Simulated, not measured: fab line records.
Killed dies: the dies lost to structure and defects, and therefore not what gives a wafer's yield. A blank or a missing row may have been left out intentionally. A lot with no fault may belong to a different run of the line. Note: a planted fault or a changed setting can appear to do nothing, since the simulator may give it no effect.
8D (eight disciplines) problem report, filled in by code -- flow n5-finfet -- the parts of the form that need people (team, actions taken, sign-off) are left out

1. WHAT WENT WRONG
Mean of spin-speed-rpm at N5_BEOL_M3_COAT_76: 1546.4 rpm across 6 wafers in 2 lots; on wafers with no fault it is 1500.0 rpm (standard deviation 1.1). Measured from the usual mean, that is +42 standard deviations.
The step: time 60 s, resist thk 5 nm.
Seen first at day 9 20:17 on litho-track-03, wafer L987.2. Wafers with a number at this step in the record: 12, from 4 lots. By rule, "out" or "out of limits" means more than 4 standard deviations away from the usual mean. The other wafers with a number count as sound.

2. WHAT IT IS, WHAT IT ISN'T
question,is,is not
which readings at this step,spin-speed-rpm,resist-line-temp-C
which lots,"L987, L991","L982, L994"
which wafers of those lots,all that have a number,-
read on which tools,litho-track-03,litho-track-05
when,from day 9 20:17,up to then (3 sound wafers); but 3 sound wafers of L994 came after

3. WHAT RULES OUT EACH SUSPECT
Counting: any tool at a process step up to the reading is kept as a suspect provided that every lot that is out went through it and no sound lot did after the first of them.
- litho-track-03 at N5_BEOL_M3_COAT_76 (time 60 s, resist thk 5 nm): kept. All lots that are out passed through it, beginning with L987 at day 9 20:17, and no sound lot followed; its final sound lot before that point was L982 at day 8 14:37. Its own spin-speed-rpm readings are out on those wafers.
Left after counting: litho-track-03 at N5_BEOL_M3_COAT_76.

4. THE CAUSE (what the simulator had put in)
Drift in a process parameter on litho-track-03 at N5_BEOL_M3_COAT_76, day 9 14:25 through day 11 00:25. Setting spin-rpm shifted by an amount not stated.
The count eliminated every tool but this one.

5. THE EFFECT CHAIN, in route order
Rows list readings where the struck wafers' mean (over those with a number) sits beyond 3 standard deviations from the usual. Scope: only readings with a usual standard deviation given in the record; hours: median across lots of the time from each lot's start at the first step in this table that gives one to its start at this step; sigmas: change in usual standard deviations.
hours,step,reading,usual,on struck wafers,change,sigmas
0,N5_BEOL_M3_COAT_76,spin-speed-rpm,1500.0 rpm,1546.4,+46.4,+42
It contains these process steps:
- N5_BEOL_M3_COAT_76: time 60 s, resist thk 5 nm.
At these later measuring or inspecting steps, every struck wafer for which the step has a row has a number for every such reading, and none has moved that far: N5_BEOL_M4_RC_MEAS_101.

6. HOW IT WOULD HAVE BEEN CAUGHT EARLIER
In this record no reading fell out of limits until day 9 20:17, 6 hours after the fault had begun at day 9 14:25.
